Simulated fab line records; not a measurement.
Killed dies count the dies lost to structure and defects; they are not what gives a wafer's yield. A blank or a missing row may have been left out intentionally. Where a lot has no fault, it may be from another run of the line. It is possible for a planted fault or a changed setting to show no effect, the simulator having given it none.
Chamber matching -- flow n5Finfet -- rieDiel-03 running N5_BEOL_M2_STRIP_19: 4 sister chambers
The step strips in O2. 4 wafers are shown with their chamber, then 9 later ones without.

== WAFERS, EACH WITH ITS CHAMBER ==
wafer,chamber,showerheadPlenumPTorr (Torr)
L086.5,2,2.13
L089.1,1,2.14
L089.2,3,2.09
L089.3,0,2.21

== WAFERS MISSING THEIR CHAMBER ==
wafer,showerheadPlenumPTorr (Torr)
L089.4,2.13
L089.5,2.09
L089.6,2.13
L091.1,2.21
L091.2,2.09
L091.3,2.13
L094.1,2.08
L094.5,2.21
L094.6,2.08

== WHICH CHAMBER EACH ONE RAN IN ==
wafer,from the rows above,in truth
L089.4,2,2
L089.5,3,3
L089.6,2,2
L091.1,0,0
L091.2,3,3
L091.3,2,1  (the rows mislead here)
L094.1,3,3
L094.5,0,0
L094.6,3,3
8 of 9 placed correctly. Not placeable from these rows: 0. Number placed wrongly: 1.
How it was worked out, from the rows above alone: a wafer's distance from a chamber is the root of the sum, over the readings, of the square of ((its reading less the chamber's mean) divided by the reading's scatter). The wafer belongs to the nearest chamber; if the next one is less than 2 further off, it can't be placed. A chamber's mean is the mean of its shown wafers. The scatter (one wafer shown for each chamber): square how far every hidden wafer sits from the nearest shown wafer, average those squares and take the square root.
